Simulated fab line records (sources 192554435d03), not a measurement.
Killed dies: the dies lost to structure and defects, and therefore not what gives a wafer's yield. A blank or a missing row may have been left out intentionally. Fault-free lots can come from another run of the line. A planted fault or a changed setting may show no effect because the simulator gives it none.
fab line records	flow n5_finfet
record: lots: 7	wafers: 21
route steps=1938 shown WELL_APT@21 FIN_SAQP@100 FIN_CUT@169 DUMMY_GATE@224 SD_EPI_N@288 SD_EPI_P@295 SD_ACTIVATION@330 SDB@368 HKMG_FIN@386
start_h: the number of hours between the record's first day and the start of the first shown wafer of the lot	wait_h: hours from the lot's prior step to this one	" same as the row above	L1.1+2: one row covering several wafers at once	- value missing, or start not given	* or withheld: withheld	< > ~ a bound
route shown NAME@n: names a module that has steps shown in the file, with the first one's number in the route	usual: mean/standard deviation taken from wafers without a fault	same: alike in all rows	chamber/n: place in a boat	sites: per-site readings	_std_site: standard deviation of those values	_edge_site: the outer-site mean with the inner-site mean subtracted	radius_mm: for every site, how far away it sits from the centre of the wafer	mask NAME#n: copy n	behind: the tool/chamber that last shaped the wafer	hold: reason for holding the lot/hours on hold/outcome of the hold	device: transistor that didn't switch, given as n, p or np	end of line: at the end of the route, the tests of the same wafers	a step without rows: its recipe alone	killed: count of dies lost to structure and defects at first sort (not the wafer's yield)	map: a wafer's dies, marking killed ones x, the rest . and places with no die _
set.NAME: the setting that was run; set.NAME@STEP: the one run at that earlier step	model.NAME: the simulator's own value behind a step, which no gauge read
lots run with intentionally changed settings; tables by step, rows by wafer
== steps ==
step: N5_WELL_APT_COAT_02
recipe: spin_rpm: 1357	resist_thk_nm: 950
lot.wafer	tool	chamber	start_h	wait_h	set.spin_rpm	model.coat_of_WELL_APT_COAT_02.thk_nm
L076.1	litho_track-04	0	-	-	1357	951.3
L076.2	"	0	"	"	1357	952.2
L076.6	"	0	"	"	1466	915.3
L077.2	litho_track-04	0	-	-	1357	951.4
L077.4	"	0	"	"	1357	950.9
L077.5	"	0	"	"	1357	953.5
L080.2	litho_track-02	0	-	-	1357	951.6
L080.5	"	0	"	"	1357	950.5
L080.6	"	0	"	"	1357	952.8
L081.4	litho_track-04	0	-	-	1284	984.1
L081.5	"	0	"	"	1284	982.2
L081.6	"	0	"	"	1357	951
L084.1	litho_track-02	0	-	-	1243	992.9
L084.4	"	0	"	"	1243	994
L084.5	"	0	"	"	1357	947.3
L085.2	litho_track-01	0	-	-	1357	947.1
L085.3	"	0	"	"	1357	950.3
L085.5	"	0	"	"	1395	936
L095.1	litho_track-04	0	-	-	1357	952.9
L095.2	"	0	"	"	1357	953.5
L095.5	"	0	"	"	1357	951.1
step: N5_FIN_SAQP_PECVD_06
recipe: material: a-Si	target_thk_a: 600	temp_c: 400	precursor: SiH4/He	pressure_torr: 3	rf_w: 100	time_s: 48.1
lot.wafer	tool	chamber	start_h	wait_h	set.time_s	model.a-Si_of_FIN_SAQP_PECVD_06.thk_nm
L076.1	pecvd-01	2	34.35	0.0	48.1	60.11
L076.2	"	1	"	"	52.83	66.3
L076.6	"	0	"	"	48.1	60.48
L077.2	pecvd-03	2	39.01	0.0	48.1	59.17
L077.4	"	0	"	"	48.1	60.58
L077.5	"	1	"	"	48.1	60.07
L080.2	pecvd-01	2	62.55	0.0	48.1	59.19
L080.5	"	0	"	"	44.66	55.88
L080.6	"	1	"	"	44.66	56.26
L081.4	pecvd-03	1	63.51	0.0	53.97	67.24
L081.5	"	0	"	"	48.1	60.68
L081.6	"	2	"	"	53.97	68.04
L084.1	pecvd-02	1	83.33	0.0	48.1	58.87
L084.4	"	2	"	"	48.1	59.14
L084.5	"	0	"	"	48.1	60.58
L085.2	pecvd-02	1	88.09	0.0	48.1	59.17
L085.3	"	2	"	"	48.1	59.42
L085.5	"	1	"	"	48.1	60.8
L095.1	pecvd-01	0	146.57	0.0	55.24	68.36
L095.2	"	2	"	"	55.24	68.18
L095.5	"	1	"	"	48.1	61.12
step: N5_FIN_SAQP_THK_MEAS_07
usual: thk_nm: 59.9/0.8
lot.wafer	tool	chamber	start_h	wait_h	set.time_s@FIN_SAQP_PECVD_06	thk_nm
L076.1	film_metro-02	-	34.44	0.1	48.1	60.2
L076.2	"	-	"	"	52.83	66.3
L076.6	"	-	"	"	48.1	60.5
L077.2	film_metro-02	-	39.10	0.1	48.1	59.2
L077.4	"	-	"	"	48.1	60.5
L077.5	"	-	"	"	48.1	60.1
L080.2	film_metro-01	-	62.64	0.1	48.1	59.2
L080.5	"	-	"	"	44.66	55.9
L080.6	"	-	"	"	44.66	56.3
L081.4	film_metro-01	-	63.57	0.0	53.97	67.2
L081.5	"	-	"	"	48.1	60.7
L081.6	"	-	"	"	53.97	68.1
L084.1	film_metro-02	-	83.42	0.1	48.1	58.8
L084.4	"	-	"	"	48.1	59.2
L084.5	"	-	"	"	48.1	60.6
L085.2	film_metro-02	-	88.20	0.1	48.1	59.2
L085.3	"	-	"	"	48.1	59.4
L085.5	"	-	"	"	48.1	60.8
L095.1	film_metro-02	-	146.66	0.1	55.24	68.3
L095.2	"	-	"	"	55.24	68.1
L095.5	"	-	"	"	48.1	61.1
step: N5_FIN_SAQP_DEVELOP_15
recipe: develop_time_s: 30	developer: TMAH	resist: CAR-ArF	dev_temp_c: 23	rinse_liquid: diw	dry: air_spin
lot.wafer	tool	chamber	start_h	wait_h	set.develop_time_s
L076.1+2+6	litho_track-03	0	-	-	30
L077.2+4+5	litho_track-03	0	-	-	30
L080.2+5+6	litho_track-04	0	-	-	30
L081.4+6	litho_track-04	0	-	-	24.08
L081.5	"	0	"	"	30
L084.1	litho_track-03	0	-	-	30
L084.4+5	"	0	"	"	25.18
L085.2+3	litho_track-03	0	-	-	34.78
L085.5	"	0	"	"	30
L095.1+2+5	litho_track-01	0	-	-	26.55
step: N5_FIN_SAQP_HM_OPEN_73
recipe: chemistry: CHF3/O2	target: SiO2	stop_on: a-Si	target_depth_a: 120	over_etch_frac: 1.8	mask_material: SOC	time_s: 16.8	pressure_mtorr: 30	source_w: 650	bias_w: 170	Ar_flow_sccm: 200	CHF3_flow_sccm: 50	O2_flow_sccm: 5	ion_energy_ev: 200	ends: end_point
step: N5_FIN_SAQP_STRIP_74
recipe: chemistry: CHF3/O2	resist: SiARC	rf_frequency_hz: 6e+07
step: N5_FIN_SAQP_MANDREL_ETCH_22
recipe: target_depth_a: 600	chemistry: HBr/Cl2	target: a-Si	stop_on: SiNx	bt_time_s: 10	over_etch_frac: 0.5	time_s: 30	pressure_mtorr: 10	icp_w: 800	bias_w: 75	HBr_flow_sccm: 150	Cl2_flow_sccm: 80	ends: end_point
usual: oes_product_au: 0.766/0.013
lot.wafer	tool	chamber	start_h	wait_h	set.time_s@FIN_SAQP_PECVD_06	oes_product_au	model.etch.depth_nm
L076.1	rie_si-02	2	35.98	0.0	48.1	0.758	60.11
L076.2	"	3	"	"	52.83	0.812	66.3
L076.6	"	3	"	"	48.1	0.766	60.47
L077.2	rie_si-05	1	40.34	0.0	48.1	0.768	59.17
L077.4	"	1	"	"	48.1	0.781	60.58
L077.5	"	0	"	"	48.1	0.783	60.07
L080.2	rie_si-02	3	63.41	0.0	48.1	0.753	59.19
L080.5	"	0	"	"	44.66	0.732	55.88
L080.6	"	1	"	"	44.66	0.723	56.07
L081.4	rie_si-03	1	64.31	0.0	53.97	0.851	67.24
L081.5	"	2	"	"	48.1	0.771	60.68
L081.6	"	1	"	"	53.97	0.850	68.04
L084.1	rie_si-03	3	84.28	0.0	48.1	0.757	58.87
L084.4	"	0	"	"	48.1	0.745	59.14
L084.5	"	0	"	"	48.1	0.759	60.39
L085.2	rie_si-05	3	89.22	0.0	48.1	0.749	59.17
L085.3	"	1	"	"	48.1	0.773	59.42
L085.5	"	1	"	"	48.1	0.787	60.8
L095.1	rie_si-02	2	147.52	0.0	55.24	0.820	68.35
L095.2	"	3	"	"	55.24	0.819	68.18
L095.5	"	2	"	"	48.1	0.777	61.11
step: N5_FIN_CUT_ETCH_21
recipe: chemistry: N2/H2	target: SOC	target_depth_a: 2190	overetch_a: 438	mask_material: SiARC	temp_c: 40	ion_energy_ev: 100	bias_w: 61	time_s: 523.5	pressure_mtorr: 30	source_w: 850	n2_flow_sccm: 200	h2_flow_sccm: 200
usual: rf_vpp_V: 240.3/1.2
lot.wafer	tool	chamber	start_h	wait_h	set.bias_w	rf_vpp_V
L076.1	rie_diel-05	0	40.82	0.0	64.91	250.6
L076.2	"	3	"	"	64.91	250.3
L076.6	"	3	"	"	61	242.3
L077.2	rie_diel-01	1	45.17	0.0	61	239.4
L077.4	"	1	"	"	61	239.1
L077.5	"	0	"	"	61	241.8
L080.2	rie_diel-03	3	70.43	0.0	66.73	255.9
L080.5	"	2	"	"	61	241.3
L080.6	"	0	"	"	66.73	253.6
L081.4	rie_diel-05	3	70.93	0.0	61	241.6
L081.5	"	0	"	"	61	239.9
L081.6	"	1	"	"	67.99	256.7
L084.1	rie_diel-05	1	89.32	0.0	66.52	255.8
L084.4	"	1	"	"	61	241.6
L084.5	"	3	"	"	66.52	255.5
L085.2	rie_diel-01	2	94.94	0.0	61	239.6
L085.3	"	0	"	"	61	241.9
L085.5	"	1	"	"	65.57	250.2
L095.1	rie_diel-01	0	152.30	0.0	61	240.1
L095.2	"	3	"	"	66.63	254.2
L095.5	"	0	"	"	66.63	255.2
step: N5_FIN_CUT_CUT_ETCH_26
recipe: chemistry: CH3F/O2	target: SiNx	target_depth_a: 390	mask_material: SOC	time_s: 55.7	pressure_mtorr: 30	source_w: 395	bias_w: 73	Ar_flow_sccm: 150	CH3F_flow_sccm: 30	O2_flow_sccm: 20	ion_energy_ev: 120
lot.wafer	tool	chamber	start_h	wait_h	set.time_s	model.etch.depth_nm	model.SOC_of_FIN_CUT_COAT_18.thk_nm
L076.1	rie_diel-05	0	41.17	0.0	55.7	39.63	212.4
L076.2	"	3	"	"	55.7	39.04	212.8
L076.6	"	3	"	"	55.7	39.15	212.2
L077.2	rie_diel-01	1	45.51	0.0	55.7	38.41	211.6
L077.4	"	1	"	"	55.7	37.86	212.4
L077.5	"	0	"	"	55.7	38.43	211.2
L080.2	rie_diel-03	3	70.77	0.0	55.7	40.23	210.4
L080.5	"	2	"	"	55.7	39.63	210.6
L080.6	"	0	"	"	45.61	31.78	214.4
L081.4	rie_diel-05	3	71.27	0.0	55.7	38.72	212.8
L081.5	"	0	"	"	55.7	39.46	212.6
L081.6	"	1	"	"	62.7	42.51	211.2
L084.1	rie_diel-05	1	89.66	0.0	55.7	38.1	211.2
L084.4	"	1	"	"	44.11	30.21	215.2
L084.5	"	3	"	"	55.7	39.13	211
L085.2	rie_diel-01	2	95.28	0.0	55.7	39.79	210.4
L085.3	"	0	"	"	50.22	34.38	212.8
L085.5	"	1	"	"	55.7	38.76	210.8
L095.1	rie_diel-01	0	152.65	0.0	63.78	43.89	210
L095.2	"	3	"	"	55.7	37.28	212.2
L095.5	"	0	"	"	63.78	43.49	209.8
step: N5_DUMMY_GATE_COAT_28
recipe: resist: underlayer	temp_c: 205	time_s: 60	spin_rpm: 1500	resist_thk_nm: 10
lot.wafer	tool	chamber	start_h	wait_h	set.spin_rpm	model.underlayer_of_DUMMY_GATE_COAT_28.thk_nm
L076.1+2	litho_track-05	0	-	-	1636	9.4
L076.6	"	0	"	"	1500	9.8
L077.2+4+5	litho_track-03	0	-	-	1500	10
L081.4+5+6	litho_track-01	0	-	-	1500	10
L080.2+5+6	litho_track-05	0	-	-	1500	10
L084.1+4+5	litho_track-03	0	-	-	1443	10.2
L085.2+3+5	litho_track-05	0	-	-	1500	10
L095.1	litho_track-01	0	-	-	1593	9.6
L095.2+5	"	0	"	"	1500	10
step: N5_SD_EPI_N_EPI_21
recipe: material: Si:P	dopant: P	temp_c: 680	pressure_torr: 255	time_s: 690
lot.wafer	tool	chamber	start_h	wait_h	set.epi_growth_time_s	model.Si-P_of_SD_EPI_N_EPI_21.thk_nm
L076.1	epi_rpcvd-01	0	64.22	0.1	690	59.6
L076.2	"	0	"	"	757	63.4
L076.6	"	0	65.62	1.4	757	63.2
L077.2	epi_rpcvd-03	0	68.86	0.5	690	58.8
L077.4	"	0	"	"	690	58.6
L077.5	"	0	"	"	690	58.2
L081.4	epi_rpcvd-04	0	94.52	0.9	668.8	57.8
L081.5+6	"	0	"	"	668.8	58
L080.2+6	epi_rpcvd-04	0	99.15	0.4	690	58.2
L080.5	"	0	"	"	731.9	61
L084.1	epi_rpcvd-03	0	117.28	0.2	690	59.6
L084.4	"	0	118.40	1.2	671.4	59
L084.5	"	0	"	"	671.4	58.6
L085.2	epi_rpcvd-01	0	118.21	0.4	654.6	57.4
L085.3	"	0	"	"	690	59.4
L085.5	"	0	"	"	654.6	57.2
L095.1	epi_rpcvd-04	0	175.39	0.3	729.1	60.6
L095.2	"	0	"	"	690	58
L095.5	"	0	177.39	2.0	729.1	61
step: N5_SD_EPI_N_EPI_MEAS_23
recipe: mode: xrd
usual: thk_nm: 58.9/1.2
lot.wafer	tool	chamber	start_h	wait_h	set.epi_growth_time_s@SD_EPI_N_EPI_21	thk_nm
L076.1	film_metro-02	-	65.95	1.5	690	59.3
L076.2	"	-	"	"	757	63.7
L076.6	"	-	"	"	757	62.8
L077.2	film_metro-02	-	70.76	1.5	690	58.1
L077.4	"	-	"	"	690	55.0
L077.5	"	-	"	"	690	57.8
L081.4	film_metro-01	-	95.40	0.6	668.8	57.1
L081.5	"	-	"	"	668.8	58.4
L081.6	"	-	"	"	668.8	56.6
L080.2	film_metro-02	-	100.59	1.2	690	57.9
L080.5	"	-	"	"	731.9	61.6
L080.6	"	-	"	"	690	59.1
L084.1	film_metro-01	-	119.55	1.9	690	59.8
L084.4	"	-	"	"	671.4	59.2
L084.5	"	-	"	"	671.4	59.5
L085.2	film_metro-02	-	119.65	1.2	654.6	56.6
L085.3	"	-	"	"	690	60.1
L085.5	"	-	"	"	654.6	56.6
L095.1	film_metro-02	-	178.42	2.5	729.1	60.8
L095.2	"	-	"	"	690	58.2
L095.5	"	-	"	"	729.1	60.9
step: N5_SD_EPI_P_COAT_34
recipe: resist: SOC	temp_c: 250	time_s: 60	spin_rpm: 1500	resist_thk_nm: 350
lot.wafer	tool	chamber	start_h	wait_h	set.temp_c
L076.1+2	litho_track-03	0	66.54	0.0	250
L076.6	"	0	"	"	238.8
L077.2+4+5	litho_track-05	0	71.35	0.0	250
L081.4+5	litho_track-05	0	96.21	0.0	246
L081.6	"	0	"	"	250
L080.2+6	litho_track-05	0	101.17	0.0	240.5
L080.5	"	0	"	"	250
L084.1	litho_track-03	0	120.14	0.0	257.6
L084.4+5	"	0	"	"	250
L085.2+3+5	litho_track-05	0	120.23	0.0	250
L095.1+2	litho_track-05	0	179.00	0.0	256.9
L095.5	"	0	"	"	250
step: N5_SD_EPI_P_COAT_35
recipe: resist: SiARC	temp_c: 220	time_s: 60	spin_rpm: 1500	resist_thk_nm: 35
step: N5_SD_EPI_P_COAT_03
recipe: resist: CAR-ArF-block	spin_rpm: 1500	resist_thk_nm: 150
step: N5_SD_ACTIVATION_RTA_00
recipe: temp_c: 975	time_s: 0	ambient: N2	idle_temp_c: 600	ramp_up_c_per_s: 150	ramp_down_c_per_s: 60	cool_to_c: 600
step: N5_SD_ACTIVATION_LSA_01
recipe: temp_c: 1080	time_s: 0.0008	ambient: N2
step: N5_SD_ACTIVATION_RS_MEAS_03
recipe: thk_meas_gauge: four-point-probe
usual: RS_SD_N: 21.9/0.31	RS_SD_P: 56.3/0.81
lot.wafer	tool	chamber	start_h	wait_h	set.epi_growth_time_s@SD_EPI_N_EPI_21	RS_SD_N[ohm/sq]	RS_SD_P[ohm/sq]
L076.1	film_metro-01	-	71.30	0.2	690	21.5	55.3
L076.2	"	-	"	"	757	20.2	55.7
L076.6	"	-	"	"	757	20.5	55.9
L077.2	film_metro-01	-	76.01	0.2	690	22.0	57.3
L077.4	"	-	"	"	690	22.2	57.7
L077.5	"	-	"	"	690	22.2	58.0
L081.4	film_metro-01	-	101.10	0.1	668.8	22.3	55.8
L081.5	"	-	"	"	668.8	21.9	55.7
L081.6	"	-	"	"	668.8	22.4	55.5
L080.2	film_metro-01	-	105.92	0.2	690	22.3	57.5
L080.5	"	-	"	"	731.9	21.1	56.4
L080.6	"	-	"	"	690	22.4	56.9
L084.1	film_metro-02	-	125.68	0.2	690	21.7	55.4
L084.4	"	-	"	"	671.4	21.9	55.2
L084.5	"	-	"	"	671.4	22.2	55.7
L085.2	film_metro-01	-	125.89	0.2	654.6	22.4	55.9
L085.3	"	-	"	"	690	21.8	56.6
L085.5	"	-	"	"	654.6	22.7	56.7
L095.1	film_metro-02	-	184.78	0.2	729.1	21.6	55.0
L095.2	"	-	"	"	690	22.6	55.9
L095.5	"	-	"	"	729.1	21.5	55.0
step: N5_SDB_ETCH_25
recipe: chemistry: C4F6/O2	target: SiO2	target_depth_a: 100	time_s: 3.3	ion_energy_ev: 250	mask_material: SiNx	pressure_mtorr: 30	source_w: 345	bias_w: 185	Ar_flow_sccm: 300	C4F6_flow_sccm: 10	O2_flow_sccm: 10
lot.wafer	tool	chamber	start_h	wait_h	set.time_s	model.etch.depth_nm
L076.1	rie_diel-02	2	78.87	0.0	3.3	9.919
L076.2	"	0	"	"	3.3	10
L076.6	"	1	"	"	3.3	9.837
L077.2	rie_diel-06	0	83.78	0.0	3.3	9.905
L077.4	"	3	"	"	3.3	10.1
L077.5	"	1	"	"	3.3	10.25
L081.4	rie_diel-02	2	108.81	0.0	3.3	9.99
L081.5	"	3	"	"	3.537	11.15
L081.6	"	2	"	"	3.3	9.885
L080.2	rie_diel-04	1	115.05	0.3	3.3	10.26
L080.5	"	1	"	"	3.3	10.15
L080.6	"	2	"	"	2.576	7.579
L084.1	rie_diel-06	1	134.21	0.0	2.712	8.439
L084.4	"	0	"	"	2.712	8.033
L084.5	"	0	"	"	3.3	9.775
L085.2	rie_diel-04	2	134.72	0.0	3.3	9.839
L085.3	"	0	"	"	3.768	11.42
L085.5	"	1	"	"	3.768	11.55
L095.1	rie_diel-04	2	192.49	0.0	3.3	9.733
L095.2	"	3	"	"	2.694	8.322
L095.5	"	0	"	"	3.3	9.964
step: N5_SDB_ALD_29
recipe: material: SiNx	target_thk_a: 300	temp_c: 400	ald_precursor_family: SiH2I2	ald_co_reactant: N2/H2-plasma	pulse_time_s: 1	ald_cycles: 600	purge_time_s: 2	co_reactant_purge_time_s: 2	pressure_torr: 2
lot.wafer	tool	chamber	start_h	wait_h	set.ald_cycles	model.SiNx_of_SDB_ALD_29.thk_nm
L076.1	ald_sin-04	2	79.14	0.0	557	27.8
L076.2	"	0	"	"	600	30
L076.6	"	0	80.49	1.4	600	29.8
L077.2+4	ald_sin-02	2,3	84.05	0.0	600	30
L077.5	"	1	85.40	1.4	600	29.8
L081.4	ald_sin-04	1	109.08	0.0	600	30.2
L081.5	"	0	110.43	1.4	651	32.4
L081.6	"	3	"	"	651	32.6
L080.2	ald_sin-03	2	115.40	0.1	600	30.4
L080.5+6	"	1,2	116.75	1.5	600	30.2
L084.1	ald_sin-03	0	134.48	0.0	561	28.2
L084.4+5	"	1,0	"	"	561	28
L085.2	ald_sin-02	2	135.60	0.6	516	25.8
L085.3	"	1	"	"	600	30
L085.5	"	3	136.95	1.9	516	26
L095.1	ald_sin-04	1	193.12	0.4	688	34.8
L095.2	"	3	"	"	688	34.4
L095.5	"	1	194.47	1.7	600	30.2
step: N5_HKMG_FIN_HK_ALD_01
recipe: material: HfO2	target_thk_a: 16	temp_c: withheld	ald_precursor_family: HfCl4	ald_co_reactant: H2O	pulse_time_s: 3	purge_time_s: 3	co_reactant_purge_time_s: 2.5	co_reactant_pulse_time_s: 0.3	ald_cycles: 30
lot.wafer	tool	chamber	start_h	wait_h	set.ald_cycles
L076.1+2+6	ald_hk-03	1,0,1	82.87	0.1	30
L077.2+4+5	ald_hk-03	1,2,0	87.77	0.1	30
L081.4+6	ald_hk-03	3,1	112.77	0.1	32
L081.5	"	2	"	"	30
L080.2	ald_hk-01	0	119.18	0.0	27
L080.5+6	"	1,2	"	"	30
L084.1+5	ald_hk-02	3,2	138.12	0.0	30
L084.4	"	1	"	"	26
L085.2+3	ald_hk-01	2,3	139.24	0.0	33
L085.5	"	1	"	"	30
L095.1+2+5	ald_hk-03	1,3,2	196.81	0.0	30
== key ==
split: step: N5_WELL_APT_COAT_02	setting: spin_rpm	stated: 1357	by: wafer
response: step: N5_WELL_APT_COAT_02	reading: model.coat_of_WELL_APT_COAT_02.thk_nm	change: -5.17	per: 1%	r: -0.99
split: step: N5_FIN_SAQP_PECVD_06	setting: time_s	stated: 48.1	by: wafer
response: step: N5_FIN_SAQP_PECVD_06	reading: model.a-Si_of_FIN_SAQP_PECVD_06.thk_nm	change: +0.527	per: 1%	r: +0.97
response: step: N5_FIN_SAQP_THK_MEAS_07	reading: thk_nm	change: *	per: 1%	r: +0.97
response: step: N5_FIN_SAQP_MANDREL_ETCH_22	reading: oes_product_au	change: +0.0044	per: 1%	r: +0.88
response: step: N5_FIN_SAQP_MANDREL_ETCH_22	reading: model.etch.depth_nm	change: +0.529	per: 1%	r: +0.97
split: step: N5_FIN_SAQP_DEVELOP_15	setting: develop_time_s	stated: 30	by: wafer
response none clear
split: step: N5_FIN_CUT_ETCH_21	setting: bias_w	stated: 61	by: wafer
response: step: N5_FIN_CUT_ETCH_21	reading: rf_vpp_V	change: +1.43	per: 1%	r: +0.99
split: step: N5_FIN_CUT_CUT_ETCH_26	setting: time_s	stated: 55.7	by: wafer
response: step: N5_FIN_CUT_CUT_ETCH_26	reading: model.etch.depth_nm	change: +0.413	per: 1%	r: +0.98
response: step: N5_FIN_CUT_CUT_ETCH_26	reading: model.SOC_of_FIN_CUT_COAT_18.thk_nm	change: -0.187	per: 1%	r: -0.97
split: step: N5_DUMMY_GATE_COAT_28	setting: spin_rpm	stated: 1500	by: wafer
response: step: N5_DUMMY_GATE_COAT_28	reading: model.underlayer_of_DUMMY_GATE_COAT_28.thk_nm	change: -0.0506	per: 1%	r: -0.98
split: step: N5_SD_EPI_N_EPI_21	setting: epi_growth_time_s	stated: 690	by: wafer
response: step: N5_SD_EPI_N_EPI_21	reading: model.Si-P_of_SD_EPI_N_EPI_21.thk_nm	change: +0.415	per: 1%	r: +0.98
response: step: N5_SD_EPI_N_EPI_MEAS_23	reading: thk_nm	change: *	per: 1%	r: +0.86
response: step: N5_SD_ACTIVATION_RS_MEAS_03	reading: RS_SD_N	change: -0.147	per: 1%	r: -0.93
split: step: N5_SD_EPI_P_COAT_34	setting: temp_c	stated: 250	by: wafer
response none clear
split: step: N5_SDB_ETCH_25	setting: time_s	stated: 3.3	by: wafer
response: step: N5_SDB_ETCH_25	reading: model.etch.depth_nm	change: +0.105	per: 1%	r: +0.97
split: step: N5_SDB_ALD_29	setting: ald_cycles	stated: 600	by: wafer
response: step: N5_SDB_ALD_29	reading: model.SiNx_of_SDB_ALD_29.thk_nm	change: +0.293	per: 1%	r: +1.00
split: step: N5_HKMG_FIN_HK_ALD_01	setting: ald_cycles	stated: 30	by: wafer
response none in this file
